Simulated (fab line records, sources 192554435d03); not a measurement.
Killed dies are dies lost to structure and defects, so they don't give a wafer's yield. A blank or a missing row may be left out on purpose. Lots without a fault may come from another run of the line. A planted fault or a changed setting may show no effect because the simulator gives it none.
A struck lot beside a sound one | flow n5_finfet | 37 steps out of a route of 1938
Sound: wafers L593.1, L593.3, L593.6. Struck: wafers L590.1, L590.2, L590.5. The cause comes at the end.
At each step with rows: each side's tool, then ch and its chambers, then its first start. Under that, the readings that differ: sound wafers | struck wafers | difference of the means | sigmas: that difference in standard deviations of wafers without a fault.
alike: readings whose means differ by less than 2 such deviations, and words and numbers that are the same on both sides. not compared: withheld readings, readings that some wafer has no value for, bounds like >300 that may hide the same value, and numbers for which the record gives no deviation and whose values overlap.
The two part at a step that has a row with sigmas, a row that says differs or no value, or rows on one side only. Numbers that don't overlap but have no deviation are shown without sigmas and don't part them. A reading that every wafer of one side lacks parts them only if that side has two wafers or more.

first, 10 steps without rows for these wafers: N5_WELL_APT_DESCUM_30 (chemistry O2, time 7.9 s); N5_WELL_APT_IMPLANT_31; N5_WELL_APT_IMPLANT_32; N5_WELL_APT_STRIP_33 (strips in SPM, time 900 s); N5_WELL_APT_RTA_34 (time 10 s); N5_WELL_APT_OXIDE_STRIP_42 (strips SiO2 in dHF, time 45 s, target depth 12 nm); N5_WELL_APT_PRECLEAN_36 (cleans in O3/DIW, time 45 s); N5_WELL_APT_PRECLEAN_39 (cleans in dHF, time 60 s); N5_WELL_APT_SRD_37 (time 30 s); N5_WELL_APT_EPI_41 (deposits Si from SiH4/H2, target thk 50 nm, time 297.7 s).
N5_PMOS_HMC_CHANNEL_EPI_HM_DEP_34: deposits SiO2 from TEOS/O2, target thk 36 nm, time 6.9 s.
  sound on pecvd-02 ch 1,2, day 5 16:49; struck on pecvd-03 ch 0,2, day 4 23:32
  no value came back on the struck wafers for any of 6 readings (chamber_pressure_Torr (Torr), heater_power_outer_w (W) and others); on the sound wafers chamber_pressure_Torr (Torr) reads 6.513 6.517 6.547
then, 13 steps without rows for these wafers: N5_PMOS_HMC_CHANNEL_EPI_COAT_31 (time 60 s, resist thk 66 nm); N5_PMOS_HMC_CHANNEL_EPI_COAT_03 (resist thk 205 nm); N5_PMOS_HMC_CHANNEL_EPI_EBR_05; N5_PMOS_HMC_CHANNEL_EPI_SOFTBAKE_04 (time 60 s); N5_PMOS_HMC_CHANNEL_EPI_EXPOSE_06 (exposes mask PMOS HMC BLK, target cd 240 nm); N5_PMOS_HMC_CHANNEL_EPI_PEB_07 (peb time 60 s); N5_PMOS_HMC_CHANNEL_EPI_DEVELOP_08 (develop time 30 s); N5_PMOS_HMC_CHANNEL_EPI_DESCUM_14 (chemistry O2, time 7.9 s); N5_PMOS_HMC_CHANNEL_EPI_ETCH_32 (etches BARC in N2/H2, stops on SiO2, target depth 85.8 nm, time 50.3 s); N5_PMOS_HMC_CHANNEL_EPI_HM_OPEN_15 (chemistry CHF3/O2, target SiO2, target depth 40.6 nm, time 20.3 s); N5_PMOS_HMC_CHANNEL_EPI_STRIP_33 (strips in N2/H2); N5_PMOS_HMC_CHANNEL_EPI_STRIP_17 (strips in SPM, time 750 s); N5_PMOS_HMC_CHANNEL_EPI_ETCH_38 (etches SiO2 in CF4, target depth 1.5 nm).
N5_PMOS_HMC_CHANNEL_EPI_FIN_RECESS_16: chemistry HBr/Cl2, target Si, target depth 54 nm, time 18 s.
  sound on rie_si-06 ch 0,2,3, day 5 17:46; struck on rie_si-06 ch 1,3, day 5 00:29
  reading                                 | sound             | struck            | difference | sigmas
  oes_product_au (a.u.)                   | 0.992 0.985 1.012 | 1.882 1.897 1.872 | +0.887     | +59
  throttle_valve_pct (%)                  | 35.33 35.41 35.45 | 33.94 34.14 33.96 | -1.38      | -6
  model.Si_of_WELL_APT_EPI_41.thk_nm (nm) | 49.61 50.03 49.9  | 0 0 0             | -50        |
  alike: HBr_flow_sccm, drypump_motor_current_A, rf_fwd_power_W
  not compared: rf_hours_counter_h
then, 8 steps without rows for these wafers: N5_PMOS_HMC_CHANNEL_EPI_PRECLEAN_36 (cleans in O3/DIW, time 45 s); N5_PMOS_HMC_CHANNEL_EPI_PRECLEAN_18 (cleans in DHF, time 30 s); N5_PMOS_HMC_CHANNEL_EPI_SRD_19 (time 30 s); N5_PMOS_HMC_CHANNEL_EPI_EPI_20 (deposits SiGe30, target thk 59 nm); N5_PMOS_HMC_CHANNEL_EPI_HM_STRIP_35 (strips SiO2 in dHF, material SiO2, target depth 39.6 nm, time 216 s); N5_PMOS_HMC_CHANNEL_EPI_SRD_39 (time 30 s); N5_PMOS_HMC_CHANNEL_EPI_CMP_21 (polishes SiGe30, target thk 54 nm); N5_PMOS_HMC_CHANNEL_EPI_PRECLEAN_40 (cleans in DHF, time 30 s).
N5_PMOS_HMC_CHANNEL_EPI_PRECLEAN_37: cleans in O3/DIW, time 45 s.
  sound on wet_bench-05 ch 2,5,6, day 5 19:36; struck on wet_bench-06 ch 0,1,6, day 5 02:21
  reading                                 | sound             | struck | difference | sigmas
  model.Si_of_WELL_APT_EPI_41.thk_nm (nm) | 49.19 49.61 49.48 | 0 0 0  | -49        |
then, 1 step without rows for these wafers: N5_PMOS_HMC_CHANNEL_EPI_PRECLEAN_24 (cleans in DHF, time 30 s).
N5_BEOL_M4_RC_MEAS_101:
  the record has rows for the sound wafers here (prober-02 ch 0, day 14 07:17) and none for the struck ones
-- the record jumps here: 14 days lie between the struck wafers' starts before and after (it left off in module BEOL_M4 and takes up again in module PASSIVATION, whose first step shown is number 1936 of the route) --
N5_PASSIVATION_PROBE_49:
  the record has rows for the struck wafers here (prober-02, day 18 18:51) and none for the sound ones

WHERE THEY PART
First at N5_PMOS_HMC_CHANNEL_EPI_HM_DEP_34; last, within this record, at N5_PASSIVATION_PROBE_49.

WHY: what the simulator had put in
Skipped step whole: pecvd-03, from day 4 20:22 on, at N5_PMOS_HMC_CHANNEL_EPI_HM_DEP_34. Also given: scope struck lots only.
